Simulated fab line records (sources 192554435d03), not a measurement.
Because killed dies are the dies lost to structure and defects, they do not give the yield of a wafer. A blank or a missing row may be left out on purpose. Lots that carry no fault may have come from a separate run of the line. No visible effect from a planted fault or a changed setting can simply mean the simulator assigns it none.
Split-lot study -- flow n5_finfet -- 7 lots, 21 wafers read, on a route of 1938 steps

## THE SPLIT
At N5_SD_EPI_P_EXPOSE_06 (exposes mask SD P BLK, target cd 240 nm), the setting dose_mj was moved away from the recipe's 39.5 on 8 of the 21 wafers read, by -6.3% to +5.2%. For the rest of the wafers, this setting stayed at what the recipe calls for.

## FROM THE SPLIT TO THE READING: what the file shows between them, 2 steps
- N5_SD_EPI_P_PEB_07: peb time 60 s
- N5_SD_EPI_P_DEVELOP_08: develop time 30 s

## THE READING
At N5_SD_EPI_P_CD_MEAS_09: cd_nm in nanometres, against a target cd of 240 nm. Typical for fault-free wafers on this fab line: 240.1 nm, with standard deviation 0.78 nm.

wafer,"tool, chamber at the split",dose_mj as run,against the recipe,"cd_nm, nm",against lot-mates on the recipe
L074.1,"arfi_scanner-01, 0",39.5,recipe,240.5,-
L074.3,"arfi_scanner-01, 0",39.5,recipe,240.3,-
L074.5,"arfi_scanner-01, 0",38.64,-2.2%,239.4,-1.0
L075.3,"arfi_scanner-01, 0",38.68,-2.1%,239.4,-1.1
L075.4,"arfi_scanner-01, 0",39.5,recipe,240.6,-
L075.5,"arfi_scanner-01, 0",39.5,recipe,240.4,-
L082.2,"arfi_scanner-02, 0",39.5,recipe,239.4,-
L082.3,"arfi_scanner-02, 0",39.5,recipe,240.4,-
L082.4,"arfi_scanner-02, 0",39.5,recipe,241.1,-
L087.1,"arfi_scanner-01, 0",39.5,recipe,241.3,-
L087.4,"arfi_scanner-01, 0",37,-6.3%,236.4,-4.9
L087.5,"arfi_scanner-01, 0",37,-6.3%,235.3,-6.0
L090.2,"arfi_scanner-01, 0",41.55,+5.2%,244.4,+3.4
L090.3,"arfi_scanner-01, 0",39.5,recipe,241.0,-
L090.4,"arfi_scanner-01, 0",41.55,+5.2%,244.0,+3.0
L094.3,"arfi_scanner-03, 0",39.5,recipe,239.2,-
L094.4,"arfi_scanner-03, 0",39.5,recipe,238.8,-
L094.5,"arfi_scanner-03, 0",39.5,recipe,239.8,-
L097.1,"arfi_scanner-02, 0",41.33,+4.6%,243.5,+4.3
L097.2,"arfi_scanner-02, 0",39.5,recipe,239.2,-
L097.4,"arfi_scanner-02, 0",41.33,+4.6%,243.4,+4.2

FIT RESULTS
A straight line over all 21 wafers: cd_nm changes by +0.698 nm for each +1% of dose_mj; r = +0.95; the points scatter about the line by 0.71 nm.
The same after taking each lot's own level away (the mean of its wafers on the recipe; 21 wafers): +0.786 nm for each +1%; r = +0.97; scatter 0.57 nm.
Per that fit: largest dose_mj move, reading shift of 5 nm.
The span of the lots' own levels, 239.20 to 241.30 nm, comes to 2.7 times the standard deviation stated above.
In other words, the slope is changed by the lot-to-lot level; the two fits disagree.
Check: for one of the wafers moved furthest among these (-6.3%), held out of the fit, the line's prediction against its lot-mates is -5.01 nm. It came out at -4.9 nm against them.

## THE WHOLE CHAIN: every reading that the file lists as answering this split, in the file's order
step,what it does,reading,change (the file's fit),r (the file's)
N5_SD_EPI_P_CD_MEAS_09,target cd 240 nm,cd_nm,+0.77 nm for each +1% of the setting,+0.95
N5_SD_EPI_P_DESCUM_14,"chemistry O2, time 7.9 s","SD_EPI_P.cd_nm (the simulator's own value, which no gauge read)",+0.721 nm for each +1% of the setting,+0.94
N5_SD_EPI_P_ETCH_36,"etches SiARC in CF4, target depth 45.5 nm, time 75.8 s","SD_EPI_P.cd_nm (the simulator's own value, which no gauge read)",+0.777 nm for each +1% of the setting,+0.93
N5_SD_EPI_P_ETCH_37,"etches SOC in N2/H2, overetch 108 nm, time 486 s","SD_EPI_P.cd_nm (the simulator's own value, which no gauge read)",+0.731 nm for each +1% of the setting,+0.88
N5_SD_EPI_P_ETCHBACK_46,"etches SiNx in CH3F/O2, stops on SiO2, target depth 17.5 nm","SD_EPI_P.cd_nm (the simulator's own value, which no gauge read)",+0.757 nm for each +1% of the setting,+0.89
N5_SD_EPI_P_ETCH_47,"etches SiOCN in CH3F/O2, target depth 25 nm","SD_EPI_P.cd_nm (the simulator's own value, which no gauge read)",+0.753 nm for each +1% of the setting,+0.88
N5_SD_EPI_P_ETCH_16,"etches SiO2 in CHF3/O2, target depth 5 nm","SD_EPI_P.cd_nm (the simulator's own value, which no gauge read)",+0.742 nm for each +1% of the setting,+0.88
N5_SD_EPI_P_SD_RECESS_17,"chemistry HBr/Cl2/O2, target depth 39.1 nm, bt time 3 s","SD_EPI_P.cd_nm (the simulator's own value, which no gauge read)",+0.767 nm for each +1% of the setting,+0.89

## THE FILE'S OWN FIT
cd_nm changes by +0.77 nm for each +1% of dose_mj, r = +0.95.
